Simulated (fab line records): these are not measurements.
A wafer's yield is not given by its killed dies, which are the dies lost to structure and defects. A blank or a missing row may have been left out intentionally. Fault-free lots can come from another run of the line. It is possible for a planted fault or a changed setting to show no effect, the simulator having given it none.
The tool behind it: which one?    flow n5Finfet    35 wafers from 14 lots sampled at 6 of the route's 1938 steps

== WHAT THE GAUGES SHOWED, per wafer ==
N5_DUMMY_GATE_CD_MEAS_24 targets a cd of 15 nm.
lot   measured     on        cdNm (nm)
L273  day 2 22:41  cdSem-02  14.6 13.7 14.6
L274  day 3 06:34  cdSem-01  15.3 15.4
L275  day 3 19:55  cdSem-02  15.1 14.3 15.5
L276  day 4 02:20  cdSem-01  15.3 14.8
L278  day 4 10:11  cdSem-02  14.7 15.1
L279  day 4 12:56  cdSem-01  14.4 14.2 15.6
L280  day 4 18:07  cdSem-02  14.8 15.0 15.1
L281  day 4 22:39  cdSem-03  15.4 15.0
L289  day 6 23:29  cdSem-02  15.2 15.6
L291  day 7 16:09  cdSem-01  15.1 15.8
L293  day 7 23:53  cdSem-03  15.9 15.1 15.2
L294  day 8 05:22  cdSem-02  15.1 15.1 14.9
L295  day 8 14:28  cdSem-01  14.6 14.3 15.8
L296  day 8 20:34  cdSem-01  15.6 15.9

N5_SD_EPI_N_CD_MEAS_09 targets a cd of 120 nm.
lot   measured     on        cdNm (nm)
L273  day 3 00:03  cdSem-03  119.7 119.1 120.6
L274  day 3 08:00  cdSem-02  120.6 119.9
L275  day 3 21:13  cdSem-03  120.3 120.7 119.6
L276  day 4 03:36  cdSem-03  120.9 118.5
L278  day 4 11:49  cdSem-01  119.1 120.9
L279  day 4 14:06  cdSem-01  120.0 118.8 119.3
L280  day 4 20:46  cdSem-03  119.8 120.3 120.6
L281  day 5 00:53  cdSem-01  120.3 119.2
L289  day 7 01:48  cdSem-01  109.4 110.6
L291  day 7 18:38  cdSem-01  110.6 119.6
L293  day 8 01:13  cdSem-03  119.6 121.3 120.7
L294  day 8 06:32  cdSem-03  119.6 120.7 121.7
L295  day 8 15:51  cdSem-02  120.0 121.2 120.9
L296  day 8 22:20  cdSem-01  121.0 121.0

N5_BEOL_M4_RC_MEAS_101.
lot   measured      on         DIBL_N (mV/V)   DIBL_P (mV/V)   IOFF_N (nA/um)  IOFF_P (nA/um)  ION_N (uA/um)  ION_P (uA/um)  SS_N (mV/dec)   SS_P (mV/dec)   VT_N (mV)    VT_P (mV)
L273  day 8 07:53   prober-02  36.9 40.0 38.3  38.2 41.8 40.1  0.18 0.23 0.19  0.25 0.32 0.30  708 704 682    483 487 472    71.2 72.4 72.0  73.4 75.1 75.2  246 245 246  -246 -243 -245
L274  day 8 18:25   prober-01  36.5 34.8       36.3 33.8       0.15 0.11       0.22 0.18       686 627        466 440        71.0 71.2       72.7 73.0       247 259      -249 -257
L275  day 10 23:06  prober-02  37.6 36.1 33.2  38.8 35.6 33.2  0.21 0.16 0.12  0.33 0.25 0.21  691 686 656    477 481 464    71.3 71.6 70.8  73.8 73.1 72.4  246 251 256  -242 -244 -247
L276  day 10 12:07  prober-02  37.2 38.7       36.4 39.8       0.19 0.22       0.25 0.33       657 654        448 455        73.0 72.3       74.4 75.3       248 247      -247 -245
L278  day 11 16:47  prober-01  34.1 35.5       32.0 34.3       0.11 0.14       0.18 0.22       652 664        460 463        71.0 70.7       72.5 73.3       257 252      -249 -246
L279  day 11 08:59  prober-02  38.3 39.6 35.8  38.9 38.2 33.9  0.21 0.22 0.17  0.25 0.24 0.17  697 675 673    472 456 454    72.0 72.2 72.2  73.7 74.4 72.9  247 248 248  -249 -250 -252
L280  day 11 07:29  prober-02  35.6 37.0 36.9  35.1 36.9 38.0  0.13 0.18 0.17  0.18 0.21 0.23  666 692 677    454 466 465    71.5 71.9 70.9  73.4 73.4 74.2  254 247 249  -254 -249 -249
L281  day 11 19:19  prober-01  34.4 34.4       35.8 36.2       0.15 0.14       0.20 0.22       683 651        464 454        72.2 71.8       73.1 73.4       248 253      -250 -252
L289  day 14 09:50  prober-01  38.8 38.0       38.8 36.3       0.24 0.21       0.27 0.22       700 649        478 447        71.9 73.6       74.3 74.4       243 248      -243 -251
L291  day 14 11:35  prober-02  36.0 33.9       35.7 33.5       0.14 0.11       0.18 0.17       660 648        451 448        71.6 70.8       73.3 72.1       252 254      -250 -252
L293  day 14 14:22  prober-01  33.2 37.1 35.7  33.6 37.4 35.1  0.11 0.18 0.15  0.17 0.23 0.18  667 695 659    459 472 451    70.6 72.1 70.6  71.8 72.9 72.5  252 244 251  -249 -244 -252
L294  day 14 19:58  prober-02  35.2 35.0 36.6  34.1 34.6 36.3  0.15 0.14 0.17  0.20 0.20 0.23  683 675 689    464 466 470    71.3 71.2 72.5  72.3 72.1 73.7  249 251 249  -251 -250 -249
L295  day 15 12:50  prober-01  35.3 37.2 32.0  35.1 37.3 30.7  0.15 0.19 0.11  0.21 0.24 0.16  679 687 676    470 470 470    71.6 71.8 69.8  73.5 73.9 72.2  252 247 255  -248 -249 -253
L296  day 15 13:28  prober-01  33.5 34.1       34.5 34.9       0.12 0.14       0.19 0.20       652 674        459 470        71.2 70.4       72.9 71.8       255 248      -249 -249

== TOOL THAT RAN EACH LOT (tool first, then ch and the chambers of the sampled wafers, then the start) ==
lot   N5_DUMMY_GATE_ETCH_42             N5_SPACER0_ALD_00                N5_SD_EPI_N_PEB_07
L273  rieDiel-06 ch 0,2, day 2 22:48    aldSin-02 ch 2,3, day 2 23:14    lithoTrack-03 ch 0, day 2 23:59
L274  rieDiel-05 ch 2, day 3 06:46      aldSin-01 ch 0,3, day 3 07:11    lithoTrack-02 ch 0, day 3 07:56
L275  rieDiel-01 ch 2,3, day 3 19:57    aldSin-02 ch 1,2, day 3 20:23    lithoTrack-03 ch 0, day 3 21:08
L276  rieDiel-01 ch 0,2, day 4 02:29    aldSin-03 ch 0,3, day 4 02:55    lithoTrack-04 ch 0, day 4 03:32
L278  rieDiel-06 ch 1,3, day 4 10:21    aldSin-03 ch 0,1, day 4 10:59    lithoTrack-04 ch 0, day 4 11:44
L279  rieDiel-05 ch 0,1,3, day 4 12:59  aldSin-03 ch 0,1,2, day 4 13:25  lithoTrack-04 ch 0, day 4 14:02
L280  rieDiel-01 ch 1,2,3, day 4 18:10  aldSin-03 ch 1,2,3, day 4 19:57  lithoTrack-03 ch 0, day 4 20:41
L281  rieDiel-05 ch 0,3, day 4 22:41    aldSin-02 ch 3, day 5 00:11      lithoTrack-02 ch 0, day 5 00:49
L289  rieDiel-06 ch 1,3, day 6 23:32    aldSin-02 ch 1,3, day 7 00:59    lithoTrack-03 ch 0, day 7 01:44
L291  rieDiel-05 ch 1,2, day 7 16:12    aldSin-02 ch 0,1, day 7 17:49    lithoTrack-03 ch 0, day 7 18:34
L293  rieDiel-06 ch 0,2, day 7 23:56    aldSin-02 ch 0,1, day 8 00:25    lithoTrack-04 ch 0, day 8 01:09
L294  rieDiel-06 ch 0,1, day 8 05:25    aldSin-01 ch 0,1, day 8 05:50    lithoTrack-02 ch 0, day 8 06:28
L295  rieDiel-01 ch 0,1,2, day 8 14:37  aldSin-03 ch 0,3, day 8 15:02    lithoTrack-04 ch 0, day 8 15:47
L296  rieDiel-06 ch 1,2, day 8 20:37    aldSin-01 ch 1,2, day 8 21:31    lithoTrack-02 ch 0, day 8 22:16
- N5_DUMMY_GATE_ETCH_42: etches SiO2 in CHF3/O2, target depth 3.5 nm, time 31 s.
- N5_SPACER0_ALD_00: deposits SiOCN, target thk 3.5 nm, pulse time 3 s, purge time 2 s.
- N5_SD_EPI_N_PEB_07: peb time 60 s.

== AS READ BY THE TOOLS THEMSELVES (means over the sampled wafers that have a number; for cases with no such wafer, the mark the record gives instead) ==
N5_DUMMY_GATE_ETCH_42.
lot   tool        O2_flow_sccm (sccm)  biasW (W)  drypumpMotorCurrentA (A)  oesProductAu (a.u.)  rfVppV (V)  showerheadPlenumPTorr (Torr)  throttleValvePct (%)
L273  rieDiel-06  4.999                12.00      6.00                      0.78                 41.8        2.39                          18.76
L274  rieDiel-05  4.999                11.95      5.64                      0.71                 41.2        2.38                          19.09
L275  rieDiel-01  4.995                12.03      5.78                      0.72                 42.1        2.49                          18.84
L276  rieDiel-01  5.006                12.03      5.67                      0.80                 42.1        2.44                          18.68
L278  rieDiel-06  4.995                11.98      5.84                      0.82                 41.5        2.43                          18.69
L279  rieDiel-05  5.004                12.01      5.58                      0.80                 42.5        2.35                          18.71
L280  rieDiel-01  5.007                11.98      5.88                      0.76                 42.0        2.48                          18.86
L281  rieDiel-05  5.001                12.00      5.78                      0.80                 43.7        2.38                          18.61
L289  rieDiel-06  5.002                11.97      5.83                      0.80                 42.0        2.42                          18.70
L291  rieDiel-05  4.994                12.00      5.42                      0.70                 42.9        2.33                          19.06
L293  rieDiel-06  5.005                12.00      5.95                      0.75                 42.2        2.46                          18.87
L294  rieDiel-06  5.009                11.99      6.14                      0.74                 42.4        2.37                          18.68
L295  rieDiel-01  5.005                11.97      5.80                      0.80                 42.7        2.44                          18.78
L296  rieDiel-06  5.000                12.02      6.13                      0.74                 41.4        2.30                          18.68

N5_SPACER0_ALD_00.
lot   tool       chamberPressureTorr (Torr)  heaterPowerOuterW (W)  heaterPowerW (W)  precursorPulseHeightRel  susceptorTempC (C)
L273  aldSin-02  1.998                       558                    874               1.000                    399.86
L274  aldSin-01  2.002                       514                    754               1.012                    399.96
L275  aldSin-02  2.001                       564                    862               0.994                    399.81
L276  aldSin-03  1.998                       476                    748               1.011                    399.89
L278  aldSin-03  2.000                       499                    834               0.999                    400.33
L279  aldSin-03  2.002                       490                    818               0.998                    399.95
L280  aldSin-03  1.998                       482                    791               0.993                    399.88
L281  aldSin-02  2.002                       542                    851               0.988                    400.28
L289  aldSin-02  2.000                       520                    820               1.021                    399.89
L291  aldSin-02  2.000                       524                    814               0.994                    399.93
L293  aldSin-02  2.001                       503                    807               0.987                    399.77
L294  aldSin-01  1.998                       458                    803               1.004                    399.83
L295  aldSin-03  1.999                       472                    741               0.991                    399.66
L296  aldSin-01  1.998                       466                    828               1.021                    399.88

N5_SD_EPI_N_PEB_07.
lot   tool           heaterPowerTotalW (W)
L273  lithoTrack-03  174.1
L274  lithoTrack-02  177.6
L275  lithoTrack-03  175.0
L276  lithoTrack-04  174.9
L278  lithoTrack-04  173.6
L279  lithoTrack-04  174.5
L280  lithoTrack-03  174.9
L281  lithoTrack-02  173.9
L289  lithoTrack-03  208.8
L291  lithoTrack-03  192.7
L293  lithoTrack-04  175.5
L294  lithoTrack-02  174.9
L295  lithoTrack-04  175.7
L296  lithoTrack-02  173.7

== THE ANSWER, worked out from the rows above alone ==
Rule: the usual values come from the lots themselves. The widest of any qualifying gaps counts: lots, ordered by their means at a reading, are off when they make up no more than a third of the lots, leave a main group of 4 or more, and stand apart from it by 3 or more times the standard deviation of that group's means. If all means in a main group match to the digits the tables above print for the reading, that group is not used. Also off: a lot with no number at a reading for which 4 or more lots have one. Where the step has rows for the other lots, those lots are counted as sound. The gauges are gone through in route order, then the tools' own readings, and for those a lot's mean is taken as printed above. At the first step where some lot is off, the reading lying furthest off is the one used; lots without a number count as furthest.
Off at N5_SD_EPI_N_CD_MEAS_09 (cdNm): L289, L291. The main group: mean 120.2 nm, standard deviation 0.46.
If a tool, at a process step before that reading, ran all the lots that are off and no sound lot after the first of them, it fits. The gauges at N5_SD_EPI_N_CD_MEAS_09 aren't tried: what is off there is off at N5_SD_EPI_N_PEB_07 too, on other tools, and a gauge's error can't cause that. One candidate fits, namely lithoTrack-03 at N5_SD_EPI_N_PEB_07. Its last sound lot is L280 (day 4 20:41), its first lot that is off L289 (day 7 01:44): a fault that began between those two fits.
The tool's own readings at N5_SD_EPI_N_PEB_07 bear it out: on the lots that are off they differ by more than 5 times the standard deviation of the sound lots' means. heaterPowerTotalW reads 200.8 W there against 174.9 W on the sound lots.

== WHAT THE SIMULATOR HAD PUT IN ==
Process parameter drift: lithoTrack-03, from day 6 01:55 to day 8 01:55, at N5_SD_EPI_N_PEB_07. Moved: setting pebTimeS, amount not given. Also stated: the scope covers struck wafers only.
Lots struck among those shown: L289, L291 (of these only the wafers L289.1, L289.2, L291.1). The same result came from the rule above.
